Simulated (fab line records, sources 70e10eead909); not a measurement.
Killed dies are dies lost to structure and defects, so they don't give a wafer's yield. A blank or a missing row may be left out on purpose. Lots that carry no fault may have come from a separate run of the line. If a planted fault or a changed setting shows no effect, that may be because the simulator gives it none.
Matching of chambers	flow nand-harc	NHARC_A_STAIRCASE_DEP_259 on pecvd-02: 3 sister chambers
The step deposits SiON, target thk 30 nm. 14 wafers are shown with their chamber, then 7 later ones without.

## EACH WAFER AND ITS CHAMBER
wafer	chamber	heater-power-w (W)
L104.2	2	755
L104.3	0	614
L104.5	0	621
L107.1	1	793
L107.2	0	648
L107.5	2	755
L112.1	1	755
L112.2	2	865
L112.5	1	754
L118.2	1	782
L118.4	2	857
L118.6	0	599
L120.1	1	782
L120.3	2	736

SIGNATURES (means of the wafers above)
reading	chamber 0	chamber 1	chamber 2	scatter within a chamber
heater-power-w	620.50	773.20	793.60	40.4
Rule: for each reading, subtract the chamber's mean from the wafer's reading, divide by that reading's scatter and square the result; add these up over the readings and take the root, which gives the wafer's distance from the chamber. If the next closest chamber is less than 2 further off than the closest, the wafer can't be placed; otherwise it belongs to the closest. How the scatter is found: for the shown wafers, subtract from each reading the mean of its chamber, square and add these, divide the total by (wafers less chambers), then take the root.

## WAFERS WHOSE CHAMBER IS MISSING
wafer	heater-power-w (W)
L120.6	751
L123.1	731
L123.3	723
L123.5	761
L127.2	760
L127.3	747
L127.6	777

## THE CHAMBER EACH PASSED THROUGH
wafer	from the rows above	in truth
L120.6	can't be placed: 1 or 2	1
L123.1	can't be placed: 1 or 2 or 0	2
L123.3	can't be placed: 1 or 2 or 0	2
L123.5	can't be placed: 1 or 2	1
L127.2	can't be placed: 1 or 2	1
L127.3	can't be placed: 1 or 2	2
L127.6	can't be placed: 1 or 2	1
0 of 7 placed correctly. From these rows, 7 cannot be placed; in 7 the true chamber is one of the candidates. Placed wrongly: 0.
